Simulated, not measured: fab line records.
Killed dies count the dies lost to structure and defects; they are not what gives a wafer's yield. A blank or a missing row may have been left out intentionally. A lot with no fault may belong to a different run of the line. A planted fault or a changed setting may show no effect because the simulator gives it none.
Matching of chambers + flow n5 finfet + N5_BEOL_M9_CVD_78 on cvd co-01 has 3 sister chambers
The step deposits Co from CCTBA/H2, target thk 2 nm, time 138.9 s. 14 wafers are shown with their chamber, then 7 later ones without.

== WAFERS PAIRED WITH THEIR CHAMBERS ==
| wafer  | chamber | run length s (s) |
|--------|---------|------------------|
| L182.1 | 0       | 162.1            |
| L182.2 | 1       | 161.1            |
| L182.5 | 2       | 160.7            |
| L187.3 | 0       | 161.9            |
| L187.5 | 0       | 161.3            |
| L187.6 | 1       | 161.2            |
| L192.2 | 2       | 160.5            |
| L192.4 | 0       | 161.7            |
| L192.6 | 2       | 160.9            |
| L193.2 | 1       | 161.8            |
| L193.4 | 1       | 161.1            |
| L193.6 | 0       | 162.1            |
| L195.2 | 0       | 161.4            |
| L195.4 | 1       | 161.1            |

SIGNATURES (averages over the wafers above)
| reading      | chamber 0 | chamber 1 | chamber 2 | scatter within a chamber |
|--------------|-----------|-----------|-----------|--------------------------|
| run length s | 161.750   | 161.260   | 160.700   | 0.309                    |
Rule: for each reading, subtract the chamber's mean from the wafer's reading, divide by that reading's scatter and square the result; add these up over the readings and take the root, which gives the wafer's distance from the chamber. The wafer belongs to the nearest chamber; if the next one is less than 2 further off, it can't be placed. The scatter: take each reading less its chamber's mean, square it, sum over the shown wafers, divide by the number of wafers less the number of chambers, and take the root.

== WAFERS WITHOUT THEIR CHAMBER ==
| wafer  | run length s (s) |
|--------|------------------|
| L195.6 | 160.6            |
| L201.2 | 162.0            |
| L201.4 | 161.4            |
| L201.5 | 161.3            |
| L202.2 | 161.4            |
| L202.5 | 160.5            |
| L202.6 | 161.3            |

== THE CHAMBER EACH PASSED THROUGH ==
| wafer  | from the rows above          | in truth |
|--------|------------------------------|----------|
| L195.6 | can't be placed: 2 or 1      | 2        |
| L201.2 | can't be placed: 0 or 1      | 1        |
| L201.4 | can't be placed: 1 or 0 or 2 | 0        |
| L201.5 | can't be placed: 1 or 0 or 2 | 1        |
| L202.2 | can't be placed: 1 or 0 or 2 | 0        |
| L202.5 | can't be placed: 2 or 1      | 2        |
| L202.6 | can't be placed: 1 or 0 or 2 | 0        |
0 of 7 placed correctly. From these rows, 7 cannot be placed; in 7 the true chamber is one of the candidates. Number placed wrongly: 0.
